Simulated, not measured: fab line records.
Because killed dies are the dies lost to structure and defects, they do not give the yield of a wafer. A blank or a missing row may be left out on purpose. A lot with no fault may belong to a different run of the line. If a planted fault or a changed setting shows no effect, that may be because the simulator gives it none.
2 desks looking at one fault    flow nand harc    every desk sees just its own numbers, and what lay behind them comes last

THE TOOL OWNER'S DESK: pecvd-04
The tool's own readings at NHARC_A_BONDPAD_DEP_00 (deposits SiCN, target thk 250 nm): means of the sampled wafers that have a number, for each lot that ran on this tool. If a lot's mean is further than 4 standard deviations from the usual mean, the lot is out of limits and carries the mark OUT (the distance appears in the brackets).
Columns: A = chamber pressure Torr at NHARC_A_BONDPAD_DEP_00, usual 3.001 Torr; B = heater power w at NHARC_A_BONDPAD_DEP_00, usual 608 W; C = rf fwd power W at NHARC_A_BONDPAD_DEP_00, usual 449.0 W
lot   first seen here  A      B    C
L796  day 23 14:11     3.002  592  449.5
L798  day 24 18:02     3.004  581  449.1
L803  day 26 06:15     3.002  674  448.3
L804  day 26 15:50     3.000  611  449.6
L805  day 26 19:04     3.004  638  449.7
L811  day 30 05:26     3.006  619  450.2
L812  day 30 06:26     3.004  592  448.7
L814  day 30 14:32     3.002  595  449.4
L817  day 31 20:58     2.998  651  448.9
L816  day 31 22:32     3.000  531  449.9
This desk found nothing out of limits on any of the 10 lots.

METROLOGY DESK
Means of the sampled wafers that have a number, per lot and without regard to the tool the lot ran on: this is what the gauges read. If a lot's mean is further than 4 standard deviations from the usual mean, the lot is out of limits and carries the mark OUT (the distance appears in the brackets).
Columns: A = cd nm at NHARC_A_BONDPAD_CD_MEAS_13, usual 498.6 nm
lot   first seen here  A
L795  day 23 14:56     497.7
L796  day 23 15:56     500.2
L798  day 24 19:43     496.2
L803  day 26 07:47     496.6
L804  day 26 17:28     496.8
L805  day 26 20:47     499.1
L810  day 29 10:29     501.8
L811  day 30 07:08     498.3
L812  day 30 07:58     497.5
L813  day 30 14:06     497.5
L814  day 30 16:15     498.7
L817  day 31 22:33     498.5
L816  day 32 00:14     499.8
L818  day 33 04:51     498.9
This desk found nothing out of limits on any of the 14 lots.

TAKEN TOGETHER
The desk of the tool owner found nothing out of limits.
The metrology desk saw nothing out of limits.

WHAT THE SIMULATOR HAD INSERTED
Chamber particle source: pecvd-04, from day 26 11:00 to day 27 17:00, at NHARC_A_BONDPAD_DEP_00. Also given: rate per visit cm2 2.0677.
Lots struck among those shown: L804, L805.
